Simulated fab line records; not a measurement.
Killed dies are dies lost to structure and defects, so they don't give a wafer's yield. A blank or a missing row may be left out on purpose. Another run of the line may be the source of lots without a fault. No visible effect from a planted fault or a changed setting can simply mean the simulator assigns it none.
fab line records | flow n5_finfet
[record] lots = 10 | wafers = 28 | last_day = 17
route steps=1938 shown ILD0@343 SDB@358 PASSIVATION@1936
lots with no fault: from the same line, run without faults
start_h: hours from the record's first day to the start of the lot's first wafer shown | wait_h: time in hours since the lot's previous step | " repeats the value in the row above | L1.1+2: a single row standing in for several wafers | - value missing, or start not given | * or withheld: withheld | < > ~ a bound
route shown NAME@n: names a module that has steps shown in the file, with the first one's number in the route | usual: mean/standard deviation taken from wafers without a fault | same: alike in all rows | chamber/n: place in a boat | sites: each site's reading | _std_site: the values' standard deviation | _edge_site: inner sites' mean taken away from outer sites' mean | radius_mm: how far each site lies from the wafer's centre | mask NAME#n: copy n | behind: tool/chamber where the wafer was last shaped | hold: what put the lot on hold/how long, in hours/how the hold closed | device: the transistor (n, p or np) that didn't switch | end of line: the tests these same wafers got at the end of their route | a step with no rows: only its recipe | killed: the dies lost at the first sort to structure and to defects; this is not the yield of the wafer | map: a wafer's dies, x killed, . not, _ none there
set.NAME: the setting as run; set.NAME@STEP: as run at that earlier step | model.NAME: the simulator's own value behind a step, which no gauge read
the route's steps for a sample of lots (tables are steps, rows are wafers)
services: a tool's chamber out of use, with start hour (start_h, from the record's first day; less than 0 if before it), hours out, and reason
[[steps]]
[step N5_ILD0_ALD_15]
[recipe] material = SiNx | target_thk_a = 240 | temp_c = 400 | ald_precursor_family = SiH2I2 | ald_co_reactant = N2/H2-plasma | pulse_time_s = 1 | ald_cycles = 480 | purge_time_s = 2 | co_reactant_purge_time_s = 2 | pressure_torr = 2
[usual] heater_power_w = 853/100 | precursor_pulse_height_rel = 1.002/0.021
[same] purge_time_s = 2
lot.wafer | tool       | chamber | start_h | wait_h | heater_power_w | precursor_pulse_height_rel | since_wet_clean_h
L167.1    | ald_sin-02 | 3       | 66.63   | 0.6    | 714            | 1.042                      | 256
L167.2    | "          | 2       | "       | "      | 862            | 1.002                      | 256
L167.3    | "          | 0       | "       | "      | 766            | 1.040                      | 256
L172.4    | ald_sin-03 | 3       | 99.98   | 0.2    | 906            | 0.993                      | 92
L172.5    | "          | 3       | 101.06  | 1.2    | 917            | 1.008                      | -
L172.6    | "          | 2       | "       | "      | 895            | 1.008                      | -
L173.3    | ald_sin-01 | 0       | 110.10  | 0.4    | 810            | 1.026                      | 10
L173.4    | "          | 3       | "       | "      | 1066           | 0.996                      | 10
L173.5    | "          | 2       | 111.19  | 1.2    | 713            | 0.976                      | -
L174.1    | ald_sin-03 | 2       | 112.05  | 1.2    | 868            | 0.983                      | 104
L174.2    | "          | 1       | "       | "      | 915            | 1.022                      | 104
L174.6    | "          | 2       | 113.13  | 1.7    | 886            | 0.977                      | -
L177.1    | ald_sin-03 | 1       | 137.58  | 0.6    | 913            | 1.017                      | 129
L177.5    | "          | 0       | 138.67  | 1.3    | 759            | 0.987                      | -
L177.6    | "          | 1       | "       | "      | 910            | 1.008                      | -
L178.2    | ald_sin-02 | 1       | 138.68  | 0.5    | 928            | 0.983                      | 328
L178.4    | "          | 3       | "       | "      | 700            | 1.006                      | 328
L179.5    | ald_sin-01 | 2       | 144.58  | 1.2    | 702            | 1.017                      | -
L179.6    | "          | 3       | "       | "      | 1060           | 1.017                      | -
L183.1    | ald_sin-03 | 2       | 162.84  | 0.8    | 900            | 1.046                      | 155
L183.4    | "          | 0       | "       | "      | 756            | 0.993                      | 155
L183.5    | "          | 1       | 163.93  | 1.5    | 895            | 1.017                      | -
L185.1    | ald_sin-01 | 1       | 179.05  | 1.0    | 916            | 0.991                      | 79
L185.4    | "          | 0       | "       | "      | 817            | 1.008                      | 79
L185.6    | "          | 2       | 180.13  | 1.5    | 723            | 0.996                      | -
L189.1    | ald_sin-01 | 0       | 204.03  | 0.6    | 803            | 1.001                      | 104
L189.2    | "          | 2       | "       | "      | 719            | 0.968                      | 104
L189.3    | "          | 1       | "       | "      | 920            | 0.995                      | 104
[step N5_SDB_INSPECT_13]
[recipe] mode = adi | inspect_instrument = brightfield
[usual] raw_defect_count = 76/28
lot.wafer | tool              | chamber | start_h | wait_h | raw_defect_count
L167.1    | defect_inspect-01 | -       | 69.72   | 0.0    | 110
L167.2    | "                 | -       | "       | "      | 73
L167.3    | "                 | -       | "       | "      | 104
L172.4    | defect_inspect-01 | -       | 103.07  | 0.0    | 78
L172.5    | "                 | -       | "       | "      | 137
L172.6    | "                 | -       | "       | "      | 94
L173.3    | defect_inspect-01 | -       | 113.07  | 0.0    | 34
L173.4    | "                 | -       | "       | "      | 28
L173.5    | "                 | -       | "       | "      | 49
L174.1    | defect_inspect-02 | -       | 115.14  | 0.0    | 55
L174.2    | "                 | -       | "       | "      | 163
L174.6    | "                 | -       | "       | "      | 78
L177.1    | defect_inspect-02 | -       | 140.64  | 0.0    | 78
L177.5    | "                 | -       | "       | "      | 76
L177.6    | "                 | -       | "       | "      | 47
L178.2    | defect_inspect-01 | -       | 141.75  | 0.0    | 74
L178.4    | "                 | -       | "       | "      | 41
L179.5    | defect_inspect-02 | -       | 146.43  | 0.0    | 56
L179.6    | "                 | -       | "       | "      | 74
L183.1    | defect_inspect-02 | -       | 165.78  | 0.0    | 81
L183.4    | "                 | -       | "       | "      | 56
L183.5    | "                 | -       | "       | "      | 89
L185.1    | defect_inspect-01 | -       | 182.01  | 0.0    | 54
L185.4    | "                 | -       | "       | "      | 58
L185.6    | "                 | -       | "       | "      | 61
L189.1    | defect_inspect-01 | -       | 207.12  | 0.0    | 73
L189.2    | "                 | -       | "       | "      | 49
L189.3    | "                 | -       | "       | "      | 72
[step N5_SDB_STRIP_21]
[recipe] chemistry = CF4 | resist = SiARC | power_w = 300 | bias_power_w = 75 | pressure_mtorr = 50 | cf4_flow_sccm = 150 | rf_frequency_hz = 6e+07
[usual] drypump_motor_current_A = 6.0/0.43 | oes_product_au = 0.73/0.066 | rf_vpp_V = 270.9/1.5 | showerhead_plenum_p_Torr = 1.78/0.053 | throttle_valve_pct = 13.56/0.21
lot.wafer | tool        | chamber | start_h | wait_h | drypump_motor_current_A | oes_product_au | rf_hours_counter_h | rf_vpp_V | showerhead_plenum_p_Torr | throttle_valve_pct
L167.1    | rie_diel-05 | 1       | 69.96   | 0.0    | 5.0                     | 0.74           | 157                | 271.2    | 1.80                     | 13.43
L167.2    | "           | 3       | "       | "      | 6.2                     | 0.73           | 192                | 273.5    | 1.85                     | 13.42
L167.3    | "           | 0       | "       | "      | 5.9                     | 0.71           | 202                | 269.8    | 1.71                     | 13.52
L172.4    | rie_diel-04 | 2       | 103.31  | 0.0    | 6.3                     | 0.72           | 183                | 272.0    | 1.79                     | 13.87
L172.5    | "           | 0       | "       | "      | 6.6                     | 0.71           | -                  | 271.1    | 1.85                     | 13.43
L172.6    | "           | 1       | "       | "      | 6.1                     | 0.70           | -                  | 272.3    | 1.84                     | 13.43
L173.3    | rie_diel-05 | 3       | 113.32  | 0.0    | 6.1                     | 0.71           | 209                | 272.8    | 1.85                     | 13.45
L173.4    | "           | 1       | "       | "      | 5.0                     | 0.72           | 173                | 270.6    | 1.79                     | 13.47
L173.5    | "           | 0       | "       | "      | 5.8                     | 0.70           | -                  | 268.5    | 1.70                     | 13.55
L174.1    | rie_diel-05 | 0       | 115.38  | 0.0    | 5.8                     | 0.69           | 219                | 269.7    | 1.70                     | 13.56
L174.2    | "           | 1       | "       | "      | 5.0                     | 0.73           | 173                | 270.6    | 1.79                     | 13.47
L174.6    | "           | 3       | "       | "      | 6.1                     | 0.71           | -                  | 271.1    | 1.85                     | 13.45
L177.1    | rie_diel-05 | 2       | 140.89  | 0.0    | 5.9                     | 0.70           | 230                | 269.5    | 1.71                     | 13.84
L177.5    | "           | 3       | "       | "      | 6.1                     | 0.70           | -                  | 273.1    | 1.84                     | 13.47
L177.6    | "           | 2       | "       | "      | 6.0                     | 0.70           | -                  | 269.0    | 1.72                     | 13.85
L178.2    | rie_diel-05 | 3       | 141.99  | 0.0    | 6.2                     | 0.70           | 217                | 271.6    | 1.84                     | 13.47
L178.4    | "           | 1       | "       | "      | 5.0                     | 0.72           | 180                | 270.6    | 1.79                     | 13.49
L179.5    | rie_diel-05 | 0       | 146.68  | 0.0    | 5.9                     | 0.68           | -                  | 269.9    | 1.70                     | 13.55
L179.6    | "           | 1       | "       | "      | 5.0                     | 0.72           | -                  | 271.7    | 1.79                     | 13.48
L183.1    | rie_diel-03 | 1       | 166.02  | 0.0    | 6.6                     | 0.85           | 52                 | 270.5    | 1.76                     | 13.26
L183.4    | "           | 2       | "       | "      | 6.0                     | 0.72           | 216                | 271.8    | 1.83                     | 14.03
L183.5    | "           | 3       | "       | "      | 5.5                     | 0.88           | -                  | 270.7    | 1.77                     | 13.53
L185.1    | rie_diel-04 | 2       | 182.40  | 0.0    | 6.4                     | 0.70           | 216                | 270.3    | 1.78                     | 13.95
L185.4    | "           | 1       | "       | "      | 6.1                     | 0.68           | 232                | 272.3    | 1.83                     | 13.48
L185.6    | "           | 0       | "       | "      | 6.6                     | 0.69           | -                  | 271.6    | 1.85                     | 13.48
L189.1    | rie_diel-04 | 1       | 207.36  | 0.0    | 6.1                     | 0.68           | 243                | 272.5    | 1.83                     | 13.51
L189.2    | "           | 0       | "       | "      | 6.6                     | 0.69           | 213                | 272.1    | 1.85                     | 13.49
L189.3    | "           | 2       | "       | "      | 6.3                     | 0.69           | 226                | 270.7    | 1.77                     | 13.97
[step N5_SDB_HM_OPEN_20]
[recipe] chemistry = CH3F/O2 | target = SiNx | mask_material = SOC | target_depth_a = 240 | stop_on = poly-Si | over_etch_frac = 0.4 | ion_energy_ev = 120 | pressure_mtorr = 30 | source_w = 395 | bias_w = 73 | Ar_flow_sccm = 150 | CH3F_flow_sccm = 30 | O2_flow_sccm = 20
[usual] drypump_motor_current_A = 6.0/0.43 | mfc_ar_sccm = 149.9/0.42 | oes_product_au = 0.61/0.055 | rf_vpp_V = 295/5.8 | showerhead_plenum_p_Torr = 1.99/0.068 | throttle_valve_pct = 16.27/0.2
lot.wafer | tool        | chamber | start_h | wait_h | drypump_motor_current_A | mfc_ar_sccm | oes_product_au | rf_hours_counter_h | rf_vpp_V | showerhead_plenum_p_Torr | throttle_valve_pct
L167.1    | rie_diel-05 | 1       | 69.98   | 0.0    | 5.0                     | 150.3       | 0.61           | 157                | 288      | 2.00                     | 16.13
L167.2    | "           | 3       | "       | "      | 6.1                     | 150.1       | 0.58           | 192                | 287      | 2.07                     | 16.12
L167.3    | "           | 0       | "       | "      | 5.9                     | 150.1       | 0.59           | 202                | 288      | 1.89                     | 16.19
L172.4    | rie_diel-04 | 2       | 103.33  | 0.0    | 6.3                     | 148.9       | 0.58           | 183                | 291      | 1.97                     | 16.52
L172.5    | "           | 0       | "       | "      | 6.6                     | 150.6       | 0.58           | -                  | 302      | 2.07                     | 16.13
L172.6    | "           | 1       | "       | "      | 6.1                     | 149.6       | 0.59           | -                  | 296      | 2.06                     | 16.14
L173.3    | rie_diel-05 | 3       | 113.34  | 0.0    | 6.1                     | 150.0       | 0.59           | 209                | 286      | 2.06                     | 16.17
L173.4    | "           | 1       | "       | "      | 5.0                     | 150.4       | 0.60           | 173                | 288      | 1.99                     | 16.16
L173.5    | "           | 0       | "       | "      | 5.9                     | 150.6       | 0.57           | -                  | 289      | 1.89                     | 16.19
L174.1    | rie_diel-05 | 0       | 115.40  | 0.0    | 5.9                     | 150.7       | 0.57           | 219                | 288      | 1.89                     | 16.22
L174.2    | "           | 1       | "       | "      | 5.0                     | 150.0       | 0.61           | 173                | 288      | 1.99                     | 16.17
L174.6    | "           | 3       | "       | "      | 6.1                     | 149.9       | 0.59           | -                  | 287      | 2.06                     | 16.14
L177.1    | rie_diel-05 | 2       | 140.91  | 0.0    | 6.0                     | 148.9       | 0.58           | 230                | 294      | 1.89                     | 16.47
L177.5    | "           | 3       | "       | "      | 6.2                     | 150.4       | 0.59           | -                  | 287      | 2.06                     | 16.17
L177.6    | "           | 2       | "       | "      | 5.9                     | 149.4       | 0.58           | -                  | 293      | 1.89                     | 16.48
L178.2    | rie_diel-05 | 3       | 142.01  | 0.0    | 6.1                     | 150.1       | 0.58           | 217                | 288      | 2.06                     | 16.17
L178.4    | "           | 1       | "       | "      | 5.0                     | 149.5       | 0.60           | 180                | 289      | 1.99                     | 16.15
L179.5    | rie_diel-05 | 0       | 146.72  | 0.0    | 5.9                     | 150.0       | 0.57           | -                  | 289      | 1.88                     | 16.22
L179.6    | "           | 1       | "       | "      | 5.0                     | 149.9       | 0.59           | -                  | 288      | 1.99                     | 16.19
L183.1    | rie_diel-03 | 1       | 166.04  | 0.0    | 6.6                     | 150.0       | 0.70           | 52                 | 293      | 1.96                     | 16.01
L183.4    | "           | 2       | "       | "      | 6.0                     | 149.0       | 0.59           | 216                | 297      | 2.07                     | 16.84
L183.5    | "           | 3       | "       | "      | 5.5                     | 150.5       | 0.74           | -                  | 300      | 1.97                     | 16.32
L185.1    | rie_diel-04 | 2       | 182.42  | 0.0    | 6.4                     | 150.2       | 0.57           | 216                | 291      | 1.96                     | 16.59
L185.4    | "           | 1       | "       | "      | 6.1                     | 150.5       | 0.57           | 232                | 294      | 2.05                     | 16.19
L185.6    | "           | 0       | "       | "      | 6.6                     | 150.6       | 0.59           | -                  | 302      | 2.06                     | 16.16
L189.1    | rie_diel-04 | 1       | 207.38  | 0.0    | 6.1                     | 149.7       | 0.56           | 243                | 297      | 2.05                     | 16.22
L189.2    | "           | 0       | "       | "      | 6.6                     | 149.6       | 0.58           | 213                | 302      | 2.06                     | 16.18
L189.3    | "           | 2       | "       | "      | 6.4                     | 150.0       | 0.58           | 226                | 291      | 1.96                     | 16.61
[step N5_SDB_STRIP_22]
[recipe] chemistry = N2/H2 | power_w = 1000 | temp_c = 250 | h2_frac = 0.65 | overash_fraction = 0.3 | pressure_mtorr = withheld | n2_flow_sccm = 1750 | h2_flow_sccm = 3250
[usual] drypump_motor_current_A = 5.7/0.59 | heater_power_w = 318/29 | oes_product_au = 0.714/0.0046 | strip_time_to_endpoint_s = 96.4/0.4
lot.wafer | tool            | chamber | start_h | wait_h | drypump_motor_current_A | heater_power_w | oes_product_au | rf_hours_counter_h | strip_time_to_endpoint_s
L167.1    | plasma_asher-01 | 1       | 70.07   | 0.1    | 5.8                     | 355            | 0.724          | 33                 | 96.7
L167.2    | "               | 0       | "       | "      | 5.3                     | 276            | 0.717          | 33                 | 96.7
L167.3    | "               | 1       | "       | "      | 5.7                     | 356            | 0.715          | -                  | 96.9
L172.4    | plasma_asher-02 | 1       | 103.45  | 0.1    | 5.2                     | 304            | 0.715          | -                  | 96.9
L172.5    | "               | 0       | "       | "      | 6.7                     | 327            | 0.713          | -                  | 96.8
L172.6    | "               | 1       | "       | "      | 5.2                     | 311            | 0.711          | -                  | 96.5
L173.3    | plasma_asher-02 | 0       | 113.46  | 0.1    | 6.7                     | 331            | 0.720          | -                  | 96.9
L173.4    | "               | 1       | "       | "      | 5.2                     | 311            | 0.719          | -                  | 96.6
L173.5    | "               | 0       | "       | "      | 6.7                     | 337            | 0.713          | -                  | 96.6
L174.1    | plasma_asher-02 | 0       | 115.48  | 0.1    | 6.7                     | 325            | 0.715          | 93                 | 96.5
L174.2    | "               | 1       | "       | "      | 5.2                     | 300            | 0.709          | 93                 | 96.2
L174.6    | "               | 0       | "       | "      | 6.7                     | 325            | 0.711          | -                  | 96.2
L177.1    | plasma_asher-02 | 0       | 140.99  | 0.1    | 6.7                     | 324            | 0.714          | 98                 | 96.7
L177.5    | "               | 0       | "       | "      | 6.7                     | 331            | 0.720          | -                  | 89.9
L177.6    | "               | 1       | "       | "      | 5.2                     | 305            | 0.715          | -                  | 96.7
L178.2    | plasma_asher-01 | 0       | 142.09  | 0.1    | 5.3                     | 274            | 0.705          | 47                 | 89.7
L178.4    | "               | 1       | "       | "      | 5.7                     | 355            | 0.709          | -                  | 96.9
L179.5    | plasma_asher-02 | 0       | 146.85  | 0.1    | 6.7                     | 331            | 0.710          | -                  | 90.0
L179.6    | "               | 1       | "       | "      | 5.2                     | 307            | 0.717          | -                  | 96.9
L183.1    | plasma_asher-01 | 0       | 166.12  | 0.1    | 5.3                     | 278            | 0.717          | 51                 | 95.7
L183.4    | "               | 0       | "       | "      | 5.2                     | 279            | 0.719          | -                  | 96.2
L183.5    | "               | 0       | "       | "      | 5.3                     | 278            | 0.714          | -                  | 96.0
L185.1    | plasma_asher-01 | 1       | 182.50  | 0.1    | 5.7                     | 364            | 0.705          | 55                 | 96.4
L185.4    | "               | 0       | "       | "      | 5.3                     | 279            | 0.713          | -                  | 96.2
L185.6    | "               | 1       | "       | "      | 5.7                     | 363            | 0.714          | -                  | 96.5
L189.1    | plasma_asher-02 | 1       | 207.46  | 0.1    | 5.2                     | 309            | 0.700          | 112                | 96.0
L189.2    | "               | 0       | "       | "      | 6.7                     | 324            | 0.712          | 112                | 96.4
L189.3    | "               | 1       | "       | "      | 5.3                     | 309            | 0.708          | -                  | 96.3
[step N5_PASSIVATION_PROBE_49]
[usual] killed_at_M0_to_M3 = 34/11 | killed_at_M4_up = 14/5.7 | killed_at_contacts = 14/6.9 | killed_at_front_end = 40/11 | killed_at_other = 4/3.1 | killed_dies = 105/17 | killed_on_rim = 14/4.1 | killed_open = 70/13 | killed_short = 34/7.6
[same] gross_dies = 1180 | killed_at_back_side = 0
lot.wafer | tool      | chamber | start_h | wait_h | killed_at_M0_to_M3 | killed_at_M4_up | killed_at_contacts | killed_at_front_end | killed_at_other | killed_dies | killed_on_rim | killed_open | killed_short
L167.1    | prober-02 | -       | 278.40  | 0.0    | 17                 | 20              | 24                 | 53                  | 4               | 118         | 17            | 86          | 30
L167.2    | prober-02 | -       | 278.45  | 0.1    | 20                 | 9               | 17                 | 35                  | 0               | 81          | 8             | 51          | 28
L167.3    | prober-02 | -       | 278.50  | 0.1    | 43                 | 7               | 11                 | 40                  | 1               | 102         | 21            | 62          | 38
L174.1    | prober-02 | -       | 330.35  | 0.0    | 26                 | 15              | 12                 | 47                  | 8               | 108         | 12            | 72          | 36
L174.2    | prober-02 | -       | 330.40  | 0.1    | 38                 | 8               | 17                 | 47                  | 5               | 115         | 17            | 79          | 36
L174.6    | prober-02 | -       | 330.60  | 0.3    | 42                 | 11              | 22                 | 39                  | 11              | 125         | 12            | 88          | 36
L177.1    | prober-01 | -       | 343.49  | 0.0    | 23                 | 6               | 20                 | 52                  | 2               | 103         | 14            | 71          | 32
L177.5    | prober-01 | -       | 343.69  | 0.2    | 47                 | 9               | 18                 | 24                  | 5               | 103         | 10            | 66          | 36
L177.6    | prober-01 | -       | 343.74  | 0.3    | 22                 | 12              | 14                 | 55                  | 8               | 111         | 15            | 72          | 39
L179.5    | prober-01 | -       | 348.60  | 0.4    | 52                 | 5               | 18                 | 37                  | 2               | 114         | 13            | 73          | 41
L179.6    | prober-01 | -       | 348.65  | 0.5    | 25                 | 22              | 11                 | 19                  | 0               | 77          | 7             | 56          | 21
L178.2    | prober-01 | -       | 362.16  | 0.1    | 35                 | 10              | 13                 | 35                  | 0               | 93          | 10            | 65          | 26
L178.4    | prober-01 | -       | 362.26  | 0.2    | 47                 | 14              | 8                  | 31                  | 2               | 102         | 15            | 72          | 30
L185.1    | prober-01 | -       | 403.27  | 0.0    | 24                 | 10              | 13                 | 28                  | 4               | 79          | 9             | 49          | 30
L185.4    | prober-01 | -       | 403.42  | 0.2    | 36                 | 15              | 10                 | 29                  | 2               | 92          | 11            | 59          | 33
L185.6    | prober-01 | -       | 403.52  | 0.3    | 55                 | 13              | 16                 | 33                  | 2               | 119         | 14            | 84          | 35
// killed by level:class
L167.1 MOL_CONTACT_COAG:geometric_particle:open=19 FIN_SAQP:geometric_particle:short=11 DUMMY_GATE:geometric_particle:open=11 STI_FIN_REVEAL:geometric_particle:open=10 FIN_SAQP:geometric_particle:open=9 BEOL_M1:geometric_particle:open=8 BEOL_M4:geometric_particle:open=7 MOL_CONTACT_COAG:geometric_particle:short=5
L167.2 MOL_CONTACT_COAG:geometric_particle:open=13 FIN_SAQP:geometric_particle:short=7 BEOL_M0_SAQP:geometric_particle:open=7 BEOL_M0_SAQP:geometric_particle:short=6 STARTING-WAFER:geometric_particle:open=6 DUMMY_GATE:geometric_particle:open=4 GATE_CUT:geometric_particle:short=4 MOL_CONTACT_COAG:geometric_particle:short=4
L167.3 FIN_SAQP:geometric_particle:open=12 BEOL_M2:geometric_particle:short=10 BEOL_M2:geometric_particle:open=7 FIN_SAQP:geometric_particle:short=6 BEOL_M0_SAQP:geometric_particle:short=6 MOL_CONTACT_COAG:geometric_particle:open=6 BEOL_M1:geometric_particle:open=6 BEOL_M4:geometric_particle:open=6
L174.1 STI_FIN_REVEAL:geometric_particle:open=14 MOL_CONTACT_COAG:geometric_particle:open=10 BEOL_M0_SAQP:geometric_particle:open=9 BEOL_M4:geometric_particle:open=8 FIN_SAQP:geometric_particle:open=7 FIN_SAQP:geometric_particle:short=7 BEOL_M2:geometric_particle:open=5 ILD0:geometric_particle:short=4
L174.2 MOL_CONTACT_COAG:geometric_particle:open=13 BEOL_M3:geometric_particle:open=12 STI_FIN_REVEAL:geometric_particle:open=11 BEOL_M2:geometric_particle:open=10 FIN_SAQP:geometric_particle:open=7 BEOL_M0_SAQP:geometric_particle:short=6 DUMMY_GATE:geometric_particle:open=5 GATE_CUT:geometric_particle:short=5
L174.6 MOL_CONTACT_COAG:geometric_particle:open=17 BEOL_M0:geometric_particle:open=12 STI_FIN_REVEAL:geometric_particle:open=11 BEOL_M1:geometric_particle:open=7 BEOL_M2:geometric_particle:open=7 MIM_TOP_ETCH:geometric_particle:open=6 STI_FIN_REVEAL:geometric_particle:short=5 MOL_CONTACT_COAG:geometric_particle:short=5
L177.1 MOL_CONTACT_COAG:geometric_particle:open=13 BEOL_M3:geometric_particle:open=9 FIN_SAQP:geometric_particle:open=8 SPACER0:geometric_particle:open=8 MOL_CONTACT_COAG:geometric_particle:short=7 BEOL_M1:geometric_particle:open=6 GATE_CUT:geometric_particle:short=6 GATE_CUT:geometric_particle:open=6
L177.5 MOL_CONTACT_COAG:geometric_particle:open=15 BEOL_M2:geometric_particle:open=10 BEOL_M0_SAQP:geometric_particle:short=9 BEOL_M0_SAQP:geometric_particle:open=8 BEOL_M3:geometric_particle:open=8 BEOL_M4:geometric_particle:open=6 SPACER0:geometric_particle:short=4 GATE_CUT:geometric_particle:short=4
L177.6 FIN_SAQP:geometric_particle:open=16 GATE_CUT:geometric_particle:short=14 MOL_CONTACT_COAG:geometric_particle:open=13 DUMMY_GATE:geometric_particle:open=7 FIN_SAQP:geometric_particle:short=6 BEOL_M0_SAQP:geometric_particle:short=6 BEOL_M4:geometric_particle:open=6 BEOL_M1:geometric_particle:open=5
L179.5 BEOL_M1:geometric_particle:open=16 BEOL_M0_SAQP:geometric_particle:short=14 MOL_CONTACT_COAG:geometric_particle:open=13 STI_FIN_REVEAL:geometric_particle:open=11 BEOL_M0_SAQP:geometric_particle:open=11 FIN_SAQP:geometric_particle:short=7 FIN_SAQP:geometric_particle:open=5 MOL_CONTACT_COAG:geometric_particle:short=5
L179.6 BEOL_M0_SAQP:geometric_particle:open=8 STI_FIN_REVEAL:geometric_particle:open=6 MOL_CONTACT_COAG:geometric_particle:open=6 BEOL_M5:geometric_particle:open=6 MOL_CONTACT_COAG:geometric_particle:short=5 BEOL_M0_SAQP:geometric_particle:short=5 BEOL_M4:geometric_particle:open=5 BEOL_M6:geometric_particle:open=5
L178.2 BEOL_M3:geometric_particle:open=11 STI_FIN_REVEAL:geometric_particle:open=10 MOL_CONTACT_COAG:geometric_particle:open=9 BEOL_M0_SAQP:geometric_particle:open=6 BEOL_M1:geometric_particle:open=6 BEOL_M2:geometric_particle:open=5 FIN_SAQP:geometric_particle:short=4 MOL_CONTACT_COAG:geometric_particle:short=4
L178.4 BEOL_M2:geometric_particle:open=24 BEOL_M4:geometric_particle:open=11 FIN_SAQP:geometric_particle:short=9 BEOL_M0_SAQP:geometric_particle:open=8 MOL_CONTACT_COAG:geometric_particle:open=7 DUMMY_GATE:geometric_particle:open=4 GATE_CUT:geometric_particle:short=4 BEOL_M0_SAQP:geometric_particle:short=4
L185.1 MOL_CONTACT_COAG:geometric_particle:open=10 FIN_SAQP:geometric_particle:open=7 BEOL_M0_SAQP:geometric_particle:open=7 STI_FIN_REVEAL:geometric_particle:open=6 BEOL_M0_SAQP:geometric_particle:short=5 FIN_SAQP:geometric_particle:short=4 BEOL_M3:geometric_particle:open=4 GATE_CUT:geometric_particle:short=3
L185.4 BEOL_M0_SAQP:geometric_particle:open=10 STI_FIN_REVEAL:geometric_particle:open=8 MOL_CONTACT_COAG:geometric_particle:open=8 BEOL_M2:geometric_particle:open=7 BEOL_M3:geometric_particle:open=7 FIN_SAQP:geometric_particle:short=5 GATE_CUT:geometric_particle:short=4 BEOL_M0_SAQP:geometric_particle:short=4
L185.6 STI_FIN_REVEAL:geometric_particle:open=13 MOL_CONTACT_COAG:geometric_particle:open=12 BEOL_M0_SAQP:geometric_particle:open=12 BEOL_M0_SAQP:geometric_particle:short=10 BEOL_M0:geometric_particle:open=9 BEOL_M3:geometric_particle:open=6 BEOL_M2:geometric_particle:open=5 FIN_SAQP:geometric_particle:open=4
[[services]]
tool            | chamber | start_h | hours | kind
ald_sin-02      | 0       | 52.12   | 9.3   | repair
plasma_asher-01 | -       | 56.11   | 12.3  | repair
ald_sin-01      | 3       | 57.64   | -     | calibration
ald_sin-01      | 0       | 75.08   | 15.8  | repair
plasma_asher-02 | -       | 78.45   | 1.9   | repair
ald_sin-01      | -       | 86.57   | 14.0  | pm
ald_sin-01      | 1       | 86.57   | 14.0  | vent_cycle
ald_sin-01      | 2       | 86.57   | 14.0  | vent_cycle
ald_sin-01      | 3       | 86.57   | 14.0  | vent_cycle
rie_diel-03     | -       | 95.44   | 6.3   | repair
ald_sin-01      | 0       | 100.57  | -     | clean
ald_sin-01      | 1       | 100.57  | -     | clean
ald_sin-01      | 2       | 100.57  | -     | clean
ald_sin-01      | 3       | 100.57  | -     | clean
rie_diel-04     | 1       | 111.29  | 4.4   | repair
ald_sin-03      | 2       | 129.97  | 7.7   | repair
rie_diel-04     | 0       | 137.60  | 42.6  | repair
rie_diel-05     | -       | 172.74  | 15.6  | pm
ald_sin-02      | -       | 176.75  | 14.0  | pm
ald_sin-02      | 0       | 176.75  | 14.0  | vent_cycle
ald_sin-02      | 1       | 176.75  | 14.0  | vent_cycle
ald_sin-02      | 2       | 176.75  | 14.0  | vent_cycle
ald_sin-02      | 3       | 176.75  | 14.0  | vent_cycle
plasma_asher-01 | -       | 196.83  | 2.0   | repair
[[key]]
[first_sign] step = N5_SDB_STRIP_22 | reading = strip_time_to_endpoint_s | direction = down | sigmas = 16 | usual = * | struck = *
effect none on later readings
met_at N5_SDB_HM_OPEN_20
struck_lots L177,L178,L179
struck_wafers L177.5,L178.2,L179.5
tester_left_out L177,L178,L179
not_acting_at N5_ILD0_ALD_15,N5_SDB_INSPECT_13,N5_SDB_STRIP_21
onset_between 115.40 140.91
[fault] kind = process_parameter_drift | tool = rie_diel-05 | chamber = - | onset_h = 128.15 | steps = N5_SDB_HM_OPEN_20 | channel = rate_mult | offset = 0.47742 | shape = step | end_h = 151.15 | scope = struck_wafers_only
// tester_left_out: of these lots the tester's yield and bins aren't shown, on N5 and GAA mostly nor the transistor test; their killed dies are dies lost to structure and defects alone, not to doping, threshold or leakage, so they don't give the yield
